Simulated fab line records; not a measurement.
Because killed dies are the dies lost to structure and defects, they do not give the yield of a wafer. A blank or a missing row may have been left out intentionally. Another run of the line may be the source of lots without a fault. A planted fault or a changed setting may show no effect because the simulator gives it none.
Matching of chambers + flow n5Finfet + N5_BEOL_M5_CO_CAP_78 on cvdCo-02: 3 sister chambers
The step material Co, precursor CCTBA/H2, target thk 2 nm, time 102.1 s. 6 wafers are shown with their chamber, then 12 later ones without.

WAFERS, EACH WITH ITS CHAMBER
| wafer  | chamber | heaterPowerW (W) |
|--------|---------|------------------|
| L087.1 | 2       | 237              |
| L087.5 | 0       | 240              |
| L087.6 | 1       | 222              |
| L089.2 | 1       | 221              |
| L089.5 | 0       | 236              |
| L089.6 | 2       | 239              |

WAFERS MISSING THEIR CHAMBER
| wafer  | heaterPowerW (W) |
|--------|------------------|
| L091.1 | 224              |
| L091.2 | 240              |
| L091.6 | 242              |
| L092.1 | 240              |
| L092.2 | 221              |
| L092.4 | 242              |
| L096.1 | 223              |
| L096.2 | 242              |
| L096.5 | 241              |
| L097.1 | 242              |
| L097.2 | 247              |
| L097.5 | 242              |

WHICH CHAMBER EACH ONE RAN IN
| wafer  | from the rows above     | in truth |
|--------|-------------------------|----------|
| L091.1 | 1                       | 1        |
| L091.2 | can't be placed: 0 or 2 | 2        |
| L091.6 | can't be placed: 0 or 2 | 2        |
| L092.1 | can't be placed: 0 or 2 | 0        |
| L092.2 | 1                       | 1        |
| L092.4 | can't be placed: 0 or 2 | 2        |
| L096.1 | 1                       | 1        |
| L096.2 | can't be placed: 0 or 2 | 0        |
| L096.5 | can't be placed: 0 or 2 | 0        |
| L097.1 | can't be placed: 0 or 2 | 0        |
| L097.2 | can't be placed: 0 or 2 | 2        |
| L097.5 | can't be placed: 0 or 2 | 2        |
3 of 12 placed correctly. From these rows, 9 cannot be placed; in 9 the true chamber is one of the candidates. Number placed wrongly: 0.
How it was worked out, from the rows above alone: a wafer's distance from a chamber is the root of the sum, over the readings, of the square of ((its reading less the chamber's mean) divided by the reading's scatter). If the next closest chamber is less than 2 further off than the closest, the wafer can't be placed; otherwise it belongs to the closest. For every chamber, the mean is computed from those of its wafers that are shown. The scatter: the root of (the sum of the squares of (reading less its chamber's mean) over the shown wafers, divided by (wafers less chambers)).
